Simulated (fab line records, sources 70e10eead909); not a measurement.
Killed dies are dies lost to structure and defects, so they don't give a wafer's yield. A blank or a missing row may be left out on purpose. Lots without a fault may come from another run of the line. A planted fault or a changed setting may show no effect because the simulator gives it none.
fab line records | flow nand_harc
record lots=24 wafers=72 last_day=34
route steps=1302 shown A_BLC@1117 A_M0@1167 A_M1@1180 A_BONDPAD@1232 THIN_TSV@1270
lots that met no fault: from a run of the same line without faults
start_h: hours from the record's first day to the start of the lot's first wafer shown | wait_h: hours since the lot's step before | " the same as in the row above | L1.1+2: a row that stands for several wafers | - no value, or no start given | * or withheld: withheld | < > ~ a bound
route shown NAME@n: a module of which the file shows steps, and the number in the route of the first | usual: mean/standard deviation of fault-free wafers | same: alike in all rows | chamber/n: place in a boat | sites: the reading at each site | _std_site: their standard deviation | _edge_site: outer sites' mean less inner sites' | radius_mm: how far each site lies from the wafer's centre | mask NAME#n: copy n | behind: the tool/chamber that last shaped the wafer | hold: why the lot was held/for how many hours/how that ended | device: the transistor (n, p or np) that didn't switch | end of line: the same wafers' tests at the end of the route | a step without rows: its recipe alone | killed: dies lost to structure and defects at the first sort, not the wafer's yield | map: a wafer's dies, x killed, . not, _ none there
set.NAME: the setting as run; set.NAME@STEP: as run at that earlier step | model.NAME: the simulator's own value behind a step, which no gauge read
steps of the route over a sample of lots; a table a step, a row a wafer
services: from which hour (start_h, from the record's first day; less than 0 if before it) a tool's chamber was out of use, for how many hours, and why
## steps
# step NHARC_A_BLC_CD_MEAS_10
# recipe target_cd_nm=100 landing_energy_ev=500
# usual cd_nm=100.1/0.73
# columns lot.wafer tool chamber start_h wait_h cd_nm
L075.1 cd_sem-02 0 522.11 - 100.2
L075.2 " 0 " " 99.3
L075.6 " 0 " " 99.4
L077.1 cd_sem-02 0 531.62 - 100.1
L077.2 " 0 " " 99.2
L077.3 " 0 " " 99.4
L076.3 cd_sem-03 0 537.48 - 99.1
L076.4 " 0 " " 99.8
L076.5 " 0 " " 100.4
L078.1 cd_sem-02 0 539.69 - 101.2
L078.2 " 0 " " 100.3
L078.6 " 0 " " 100.8
L074.3 cd_sem-02 0 540.43 - 99.7
L074.4 " 0 " " 100.3
L074.5 " 0 " " 100.9
L081.1 cd_sem-01 0 563.11 - 100.3
L081.2 " 0 " " 100.1
L081.4 " 0 " " 98.5
L079.2 cd_sem-03 0 564.97 - 99.2
L079.3 " 0 " " 99.0
L079.5 " 0 " " 99.7
L080.2 cd_sem-02 0 566.89 - 99.9
L080.3 " 0 " " 99.7
L080.4 " 0 " " 100.5
L083.1 cd_sem-01 0 595.94 - 101.0
L083.3 " 0 " " 99.7
L083.6 " 0 " " 100.2
L082.1 cd_sem-01 0 599.73 - 99.1
L082.3 " 0 " " 101.3
L082.5 " 0 " " 100.0
L085.1 cd_sem-02 0 621.78 - 101.3
L085.2 " 0 " " 100.3
L085.5 " 0 " " 100.4
L084.1 cd_sem-02 0 633.67 - 100.6
L084.2 " 0 " " 99.9
L084.3 " 0 " " 100.3
L086.2 cd_sem-03 0 638.16 - 99.2
L086.3 " 0 " " 99.0
L086.5 " 0 " " 99.9
L087.2 cd_sem-03 0 662.49 - 100.6
L087.5 " 0 " " 99.3
L087.6 " 0 " " 99.6
L090.3 cd_sem-03 0 662.78 - 100.8
L090.5 " 0 " " 99.0
L090.6 " 0 " " 98.9
L088.2 cd_sem-01 0 666.95 - 100.1
L088.3 " 0 " " 100.0
L088.5 " 0 " " 100.0
L089.1 cd_sem-02 0 668.97 - 99.6
L089.2 " 0 " " 99.7
L089.3 " 0 " " 98.8
L091.1 cd_sem-02 0 674.49 - 101.0
L091.3 " 0 " " 100.9
L091.4 " 0 " " 100.3
L092.1 cd_sem-01 0 704.53 - 101.1
L092.3 " 0 " " 100.2
L092.4 " 0 " " 100.9
L093.2 cd_sem-01 0 711.01 - 100.0
L093.4 " 0 " " 99.1
L093.5 " 0 " " 99.6
L095.1 cd_sem-03 0 736.30 - 100.7
L095.3 " 0 " " 101.5
L095.5 " 0 " " 100.5
L096.1 cd_sem-02 0 738.29 - 99.7
L096.3 " 0 " " 100.4
L096.4 " 0 " " 99.5
L094.1 cd_sem-02 0 741.81 - 100.6
L094.3 " 0 " " 99.4
L094.4 " 0 " " 99.7
L097.3 cd_sem-02 0 756.89 - 99.1
L097.4 " 0 " " 99.4
L097.6 " 0 " " 100.5
# step NHARC_A_BLC_ALD_23
# recipe target_thk_a=30 pulse_time_s=1 ald_cycles=150 temp_c=450 material=TiN
# usual heater_power_w=1103/120 precursor_pulse_height_rel=0.999/0.022
# columns lot.wafer tool chamber start_h wait_h heater_power_w precursor_pulse_height_rel
L075.2 ald_metal-04 3 524.19 - 1089 0.989
L075.1 " 0 " " 915 1.008
L075.6 " 1 " " 1175 1.055
L077.1 ald_metal-02 1 533.63 - 1086 0.992
L077.2 " 2 " " 1356 0.971
L077.3 " 3 " " 1090 0.961
L076.3 ald_metal-01 3 539.50 - 1108 1.030
L076.4 " 1 " " 1190 1.015
L076.5 " 3 " " 1104 1.004
L078.1 ald_metal-02 2 541.69 - 1370 0.990
L078.2 " 3 " " 1079 0.977
L078.6 " 3 " " 1111 0.988
L074.4 ald_metal-04 0 542.42 - 918 0.995
L074.3 " 2 " " 1103 1.003
L074.5 " 1 " " 1180 0.981
L081.4 ald_metal-01 2 565.15 - 979 1.006
L081.2 " 3 " " 1122 1.004
L081.1 " 0 " " 1138 0.984
L079.2 ald_metal-02 2 566.96 - 1353 1.023
L079.3 " 0 " " 975 0.991
L079.5 " 2 " " 1367 1.019
L080.2 ald_metal-04 3 569.07 - 1122 1.000
L080.4 " 1 " " 1162 0.974
L080.3 " 2 " " 1067 0.974
L083.1 ald_metal-04 2 597.98 - 1102 1.034
L083.3 " 3 " " 1084 0.998
L083.6 " 2 " " 1083 0.993
L082.1 ald_metal-01 0 601.72 - 1159 1.007
L082.3 " 2 " " 972 0.966
L082.5 " 0 " " 1156 0.955
L085.2 ald_metal-02 3 623.81 - 1083 1.007
L085.1 " 0 " " 931 0.983
L085.5 " 2 " " 1284 1.006
L084.1 ald_metal-04 1 635.69 - 1166 1.006
L084.2 " 2 " " 1089 0.947
L084.3 " 0 " " 904 1.034
L086.2 ald_metal-02 1 640.15 - 1113 0.984
L086.3 " 2 " " 1315 0.983
L086.5 " 1 " " 1098 0.980
L087.2 ald_metal-04 0 664.50 - 951 1.038
L087.6 " 0 " " 945 1.002
L087.5 " 1 " " 1213 1.002
L090.3 ald_metal-02 3 664.83 - 1116 0.979
L090.5 " 0 " " 944 0.982
L090.6 " 1 " " 1136 1.039
L088.3 ald_metal-02 3 668.98 - 1094 1.005
L088.2 " 0 " " 918 1.001
L088.5 " 2 " " 1308 0.979
L089.3 ald_metal-01 3 670.98 - 1110 1.015
L089.1 " 0 " " 1165 0.961
L089.2 " 2 " " 978 1.024
L091.3 ald_metal-02 2 676.48 - 1330 0.996
L091.1 " 3 " " 1107 1.003
L091.4 " 0 " " 926 0.972
L092.3 ald_metal-04 3 706.76 - 1022 0.999
L092.4 " 1 " " 1206 1.027
L092.1 " 2 " " 1156 0.982
L093.2 ald_metal-01 2 715.88 - 1011 1.031
L093.4 " 1 " " 1183 0.973
L093.5 " 2 " " 978 1.044
L095.3 ald_metal-02 1 738.31 - 1107 1.009
L095.1 " 3 " " 1082 1.000
L095.5 " 1 " " 1119 0.970
L096.3 ald_metal-01 2 740.29 - 994 1.015
L096.1 " 3 " " 1097 1.023
L096.4 " 1 " " 1183 0.994
L094.4 ald_metal-04 0 743.81 - 951 1.021
L094.3 " 1 " " 1177 1.002
L094.1 " 2 " " 1099 1.012
L097.3 ald_metal-02 2 759.07 0.2 1302 1.039
L097.4 " 3 " " 1081 0.998
L097.6 " 2 " " 1295 0.991
# step NHARC_A_M0_PRE_CLEAN_31
# recipe time_s=12 temp_c=370 rf_power_w=300 gas=NH3
# usual heater_power_w=671/67
# columns lot.wafer tool chamber start_h wait_h heater_power_w
L075.1 pecvd-02 2 528.92 0.1 673
L075.2 " 0 " " 697
L075.6 " 2 " " 678
L077.3 pecvd-03 1 538.40 0.1 607
L077.2 " 2 " " 644
L077.1 " 0 " " 730
L076.3 pecvd-01 1 544.37 0.1 623
L076.4 " 2 " " 729
L076.5 " 0 " " 769
L078.2 pecvd-02 1 546.53 0.1 558
L078.1 " 2 " " 783
L078.6 " 1 " " 554
L074.3 pecvd-02 2 547.79 0.1 751
L074.5 " 1 " " 613
L074.4 " 2 " " 725
L081.1 pecvd-02 0 569.93 0.1 759
L081.2 " 1 " " 610
L081.4 " 2 " " 770
L079.3 pecvd-03 2 571.84 0.1 619
L079.2 " 0 " " 698
L079.5 " 0 " " 695
L080.2 pecvd-02 2 573.86 0.1 770
L080.3 " 0 " " 654
L080.4 " 0 " " 651
L083.1 pecvd-03 1 603.01 0.1 638
L083.3 " 2 " " 628
L083.6 " 1 " " 632
L082.3 pecvd-03 2 606.50 0.1 721
L082.1 " 1 " " 581
L082.5 " 1 " " 574
L085.1 pecvd-02 2 628.45 0.1 670
L085.2 " 1 " " 569
L085.5 " 2 " " 668
L084.2 pecvd-03 2 640.35 0.1 656
L084.3 " 0 " " 735
L084.1 " 1 " " 622
L086.2 pecvd-02 2 644.91 0.1 741
L086.3 " 1 " " 562
L086.5 " 1 " " 567
L087.2 pecvd-02 1 669.43 0.1 618
L087.6 " 0 " " 718
L087.5 " 2 " " 724
L090.3 pecvd-01 1 671.40 0.1 600
L090.6 " 2 " " 662
L090.5 " 1 " " 607
L088.2 pecvd-02 0 673.76 0.1 684
L088.3 " 1 " " 608
L088.5 " 1 " " 613
L089.1 pecvd-03 1 675.80 0.1 560
L089.2 " 2 " " 725
L089.3 " 0 " " 723
L091.1 pecvd-03 2 681.14 0.1 666
L091.3 " 0 " " 660
L091.4 " 0 " " 663
L092.1 pecvd-03 2 711.40 0.1 643
L092.3 " 0 " " 686
L092.4 " 0 " " 686
L093.2 pecvd-02 1 720.68 0.1 545
L093.4 " 1 " " 550
L093.5 " 1 " " 548
L095.1 pecvd-02 0 743.12 0.1 726
L095.3 " 1 " " 643
L095.5 " 1 " " 642
L096.3 pecvd-02 0 745.45 0.1 810
L096.1 " 1 " " 624
L096.4 " 0 " " 790
L094.1 pecvd-02 2 748.80 0.1 756
L094.3 " 0 " " 673
L094.4 " 2 " " 750
L097.3 pecvd-02 0 763.81 0.1 721
L097.4 " 0 " " 739
L097.6 " 1 " " 643
# step NHARC_A_M1_OVL_MEAS_10
# recipe pitch_nm=240
# usual overlay_x_nm=0.2/0.89 overlay_y_nm=0.4/0.83
# columns lot.wafer tool chamber start_h wait_h overlay_x_nm overlay_y_nm
L075.1 overlay-01 - 530.18 - 0.6 1.0
L075.2 " - " " 1.1 1.3
L075.6 " - " " 1.1 0.8
L077.1 overlay-01 - 539.67 - 1.9 1.1
L077.2 " - " " 1.9 0.7
L077.3 " - " " 1.9 1.1
L076.3 overlay-01 - 546.34 - -0.6 0.6
L076.4 " - " " -0.3 0.9
L076.5 " - " " -0.3 0.5
L078.1 overlay-01 - 548.11 - -0.3 1.5
L078.2 " - " " -0.1 1.6
L078.6 " - " " -0.1 1.7
L074.3 overlay-02 - 549.17 - 0.8 0.2
L074.4 " - " " 1.0 0.4
L074.5 " - " " 1.9 0.6
L081.1 overlay-02 - 571.33 - -1.2 0.1
L081.2 " - " " -1.0 -0.7
L081.4 " - " " -1.6 0.0
L079.2 overlay-01 - 573.27 - 0.5 -0.7
L079.3 " - " " 0.3 -0.1
L079.5 " - " " 0.3 -1.1
L080.2 overlay-01 - 575.29 - 0.1 0.9
L080.3 " - " " -0.4 0.7
L080.4 " - " " 0.4 0.8
L083.1 overlay-01 - 604.30 - 0.1 0.6
L083.3 " - " " -0.4 1.0
L083.6 " - " " 0.5 0.5
L082.1 overlay-01 - 607.91 - 0.3 1.6
L082.3 " - " " 0.7 1.1
L082.5 " - " " 0.5 1.7
L085.1 overlay-02 - 629.87 - -0.5 0.0
L085.2 " - " " -0.4 -0.2
L085.5 " - " " -0.4 -0.3
L084.1 overlay-02 - 641.64 - -0.5 -0.2
L084.2 " - " " -0.3 0.0
L084.3 " - " " -0.2 0.0
L086.2 overlay-02 - 646.20 - -0.6 2.4
L086.3 " - " " -0.6 2.4
L086.5 " - " " -0.6 2.3
L087.2 overlay-02 - 670.70 - -0.5 -0.1
L087.5 " - " " 0.4 0.2
L087.6 " - " " -0.6 0.0
L090.3 overlay-02 - 672.66 - -1.1 1.4
L090.5 " - " " -0.7 1.1
L090.6 " - " " -0.3 1.1
L088.2 overlay-01 - 675.16 - 0.5 1.1
L088.3 " - " " 0.4 1.0
L088.5 " - " " 1.2 1.5
L089.1 overlay-02 - 677.10 - 1.0 0.4
L089.2 " - " " 0.7 0.7
L089.3 " - " " 0.9 0.7
L091.1 overlay-02 - 682.53 - -0.8 -0.5
L091.3 " - " " -0.6 -1.0
L091.4 " - " " -0.9 -0.2
L092.1 overlay-02 - 712.78 - 0.9 -0.6
L092.3 " - " " 1.5 -0.7
L092.4 " - " " 1.7 -0.9
L093.2 overlay-02 - 722.26 - -1.7 1.0
L093.4 " - " " -1.4 0.9
L093.5 " - " " -0.9 1.5
L095.1 overlay-01 - 744.52 - 0.7 0.3
L095.3 " - " " 0.2 0.5
L095.5 " - " " 0.9 0.6
L096.1 overlay-02 - 746.75 - 0.9 -1.1
L096.3 " - " " 0.7 -0.5
L096.4 " - " " 1.4 -0.8
L094.1 overlay-02 - 750.20 - 0.6 -0.3
L094.3 " - " " 0.5 0.2
L094.4 " - " " 0.3 0.1
L097.3 overlay-01 - 765.06 - 0.3 0.5
L097.4 " - " " 0.4 -0.2
L097.6 " - " " 0.7 -0.2
# step NHARC_A_BONDPAD_THK_MEAS_20
# recipe thk_meas_gauge=xrf
# usual thk_nm=169.4/1.5
# columns lot.wafer tool chamber start_h wait_h thk_nm
L075.1 film_metro-02 - 537.37 - 169.8
L075.2 " - " " 170.2
L075.6 " - " " 170.0
L077.1 film_metro-02 - 546.90 - 169.5
L077.2 " - " " 170.2
L077.3 " - " " 170.0
L076.3 film_metro-02 - 553.45 - 168.3
L076.4 " - " " 168.6
L076.5 " - " " 170.2
L078.1 film_metro-01 - 555.23 - 167.7
L078.2 " - " " 164.8
L078.6 " - " " 167.4
L074.3 film_metro-02 - 556.20 - 167.3
L074.4 " - " " 169.0
L074.5 " - " " 167.9
L081.1 film_metro-02 - 578.42 - 170.6
L081.2 " - " " 168.6
L081.4 " - " " 169.1
L079.2 film_metro-01 - 580.50 - 172.8
L079.3 " - " " 168.2
L079.5 " - " " 167.0
L080.2 film_metro-01 - 582.62 - 170.5
L080.3 " - " " 171.0
L080.4 " - " " 169.7
L083.1 film_metro-01 - 611.67 - 170.9
L083.3 " - " " 165.7
L083.6 " - " " 169.9
L082.1 film_metro-02 - 615.02 - 170.7
L082.3 " - " " 168.1
L082.5 " - " " 168.2
L085.1 film_metro-01 - 637.11 - 167.6
L085.2 " - " " 170.6
L085.5 " - " " 168.9
L084.1 film_metro-01 - 656.11 - 168.1
L084.2 " - " " 168.3
L084.3 " - " " 170.8
L086.2 film_metro-01 - 660.70 - 168.8
L086.3 " - " " 172.1
L086.5 " - " " 171.3
L087.2 film_metro-01 - 678.02 - 169.6
L087.5 " - " " 169.2
L087.6 " - " " 168.2
L090.3 film_metro-01 - 679.93 - 169.7
L090.5 " - " " 169.6
L090.6 " - " " 169.9
L088.2 film_metro-02 - 682.32 - 168.4
L088.3 " - " " 171.2
L088.5 " - " " 169.3
L089.1 film_metro-02 - 684.20 - 171.5
L089.2 " - " " 170.8
L089.3 " - " " 172.2
L091.1 film_metro-02 - 689.97 - 171.7
L091.3 " - " " 170.7
L091.4 " - " " 169.8
L092.1 film_metro-01 - 720.04 - 171.7
L092.3 " - " " 171.6
L092.4 " - " " 170.1
L093.2 film_metro-02 - 729.65 - 170.0
L093.4 " - " " 168.8
L093.5 " - " " 170.8
L095.1 film_metro-02 - 751.76 - 169.3
L095.3 " - " " 171.2
L095.5 " - " " 168.8
L096.1 film_metro-02 - 754.28 - 169.0
L096.3 " - " " 166.9
L096.4 " - " " 169.8
L094.1 film_metro-02 - 757.73 - 168.6
L094.3 " - " " 168.9
L094.4 " - " " 168.1
L097.3 film_metro-02 - 772.28 - 169.1
L097.4 " - " " 171.1
L097.6 " - " " 169.9
# step NHARC_THIN_TSV_DEGAS_49
# recipe temp_c=300 time_s=120
# usual heater_power_w=456/42
# columns lot.wafer tool chamber start_h wait_h heater_power_w
L075.1 pvd_sputter-01 - 552.48 0.1 425
L075.2 " - " " 424
L075.6 " - " " 430
L077.3 pvd_sputter-03 - 562.11 0.1 426
L077.2 " - " " 435
L077.1 " - " " 437
L078.1 pvd_sputter-03 - 568.67 0.1 422
L078.2 " - " " 447
L078.6 " - " " 440
L076.4 pvd_sputter-03 - 569.85 0.1 443
L076.3 " - " " 411
L076.5 " - " " 442
L074.4 pvd_sputter-03 - 570.99 0.1 446
L074.3 " - " " 411
L074.5 " - " " 432
L081.2 pvd_sputter-02 - 594.77 0.1 495
L081.1 " - " " 488
L081.4 " - " " 474
L079.2 pvd_sputter-03 - 595.98 0.1 405
L079.3 " - " " 392
L079.5 " - " " 407
L080.2 pvd_sputter-02 - 597.22 0.1 487
L080.4 " - " " 506
L080.3 " - " " 489
L083.3 pvd_sputter-01 - 626.90 0.1 401
L083.1 " - " " 440
L083.6 " - " " 417
L082.3 pvd_sputter-02 - 633.77 0.1 475
L082.1 " - " " 485
L082.5 " - " " 490
L085.2 pvd_sputter-01 - 658.15 0.1 409
L085.1 " - " " 508
L085.5 " - " " 442
L084.2 pvd_sputter-01 - 673.09 0.2 430
L084.3 " - " " 522
L084.1 " - " " 513
L086.3 pvd_sputter-02 - 675.49 0.1 499
L086.2 " - " " 483
L086.5 " - " " 513
L087.2 pvd_sputter-01 - 702.43 0.2 509
L087.6 " - " " 503
L087.5 " - " " 525
L090.3 pvd_sputter-02 - 704.11 0.1 503
L090.5 " - " " 506
L090.6 " - " " 488
L088.3 pvd_sputter-02 - 706.25 0.1 506
L088.2 " - " " 492
L088.5 " - " " 488
L089.3 pvd_sputter-02 - 706.39 0.1 508
L089.2 " - " " 490
L089.1 " - " " 418
L091.3 pvd_sputter-01 - 711.78 0.1 517
L091.4 " - " " 401
L091.1 " - " " 426
L092.4 pvd_sputter-03 - 735.36 0.1 424
L092.3 " - " " 423
L092.1 " - " " 388
L093.2 pvd_sputter-03 - 749.34 0.1 392
L093.4 " - " " 428
L093.5 " - " " 449
L095.1 pvd_sputter-02 - 767.32 0.2 478
L095.3 " - " " 406
L095.5 " - " " 496
L096.3 pvd_sputter-02 - 768.48 0.1 510
L096.4 " - " " 499
L096.1 " - " " 482
L094.4 pvd_sputter-01 - 773.22 0.1 514
L094.1 " - " " 430
L094.3 " - " " 505
L097.3 pvd_sputter-01 - 790.03 0.1 503
L097.4 " - " " 523
L097.6 " - " " 496
## services
# columns tool chamber start_h hours kind
pvd_sputter-03 - 509.97 6.1 repair
pvd_sputter-02 - 514.62 1.0 repair
pvd_sputter-03 - 526.02 10.0 pm
pecvd-02 0 533.29 13.3 repair
pecvd-02 2 533.41 11.7 repair
pvd_sputter-01 - 542.62 1.9 repair
pecvd-03 - 548.00 13.0 pm
pvd_sputter-02 - 561.26 4.8 repair
pvd_sputter-01 - 582.04 10.0 pm
pecvd-02 - 589.02 13.0 pm
ald_metal-02 - 610.00 10.0 pm
pvd_sputter-02 - 638.12 10.0 pm
ald_metal-04 - 652.00 10.0 pm
ald_metal-02 - 658.02 2.2 repair
ald_metal-04 1 684.85 2.2 repair
ald_metal-02 0 695.92 1.5 repair
pvd_sputter-03 - 704.02 10.0 pm
ald_metal-02 - 718.39 1.5 repair
pecvd-02 2 718.50 9.9 repair
pecvd-03 - 729.00 13.0 pm
pvd_sputter-01 - 760.04 10.0 pm
pecvd-02 - 770.05 13.0 pm
ald_metal-04 1 777.97 7.5 repair
ald_metal-02 - 788.00 10.0 pm
## key
fault none
